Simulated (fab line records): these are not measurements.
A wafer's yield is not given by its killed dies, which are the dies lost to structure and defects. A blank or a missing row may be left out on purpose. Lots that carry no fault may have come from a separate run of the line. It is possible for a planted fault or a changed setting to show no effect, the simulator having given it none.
One fault through the eyes of 2 desks + flow n5-finfet + each desk has only its own numbers; what lay behind them comes last

FOR THE TOOL OWNER'S DESK: pecvd-02
The tool's own readings at N5_BEOL_M7_DEP_56 (deposits SiCN from 3MS/NH3, target thk 10 nm, time 17.5 s): means of the sampled wafers that have a number, for each lot that ran on this tool. The brackets show how far a lot's mean lies from the usual mean; more than 4 standard deviations puts the lot out of limits, marked OUT.
Columns: A = showerhead-plenum-p-Torr at N5_BEOL_M7_DEP_56, usual 3.668 Torr; B = throttle-valve-pct at N5_BEOL_M7_DEP_56, usual 9.2 %
| lot  | first seen here | A     | B   |
|------|-----------------|-------|-----|
| L279 | day 11 20:10    | 3.678 | 8.7 |
| L286 | day 12 22:26    | 3.679 | 9.0 |
| L287 | day 14 00:45    | 3.677 | 9.0 |
This desk found nothing out of limits on any of the 3 lots.

AT THE METROLOGY DESK
What the gauges read for every lot (on any tool): the sampled wafers with a number, averaged. The brackets show how far a lot's mean lies from the usual mean; more than 4 standard deviations puts the lot out of limits, marked OUT.
Columns: A = M7_THK at N5_BEOL_M7_THK_MEAS_53, usual 79.8 nm; B = M7_RS at N5_BEOL_M7_RS_MEAS_57, usual 0.285 ohm/sq
| lot  | first seen here | A    | B     |
|------|-----------------|------|-------|
| L276 | day 11 08:19    | 82.8 | 0.275 |
| L279 | day 11 20:06    | 77.5 | 0.297 |
| L286 | day 12 22:23    | 77.8 | 0.295 |
| L287 | day 14 00:41    | 82.8 | 0.274 |
| L292 | day 15 03:06    | 82.5 | 0.274 |
| L291 | day 15 03:58    | 79.1 | 0.288 |
This desk found nothing out of limits on any of the 6 lots.

ALL TOGETHER
Nothing out of limits was seen by the tool owner's desk.
From the metrology desk's view, nothing was out of limits.

WHAT THE SIMULATOR HAD INSERTED
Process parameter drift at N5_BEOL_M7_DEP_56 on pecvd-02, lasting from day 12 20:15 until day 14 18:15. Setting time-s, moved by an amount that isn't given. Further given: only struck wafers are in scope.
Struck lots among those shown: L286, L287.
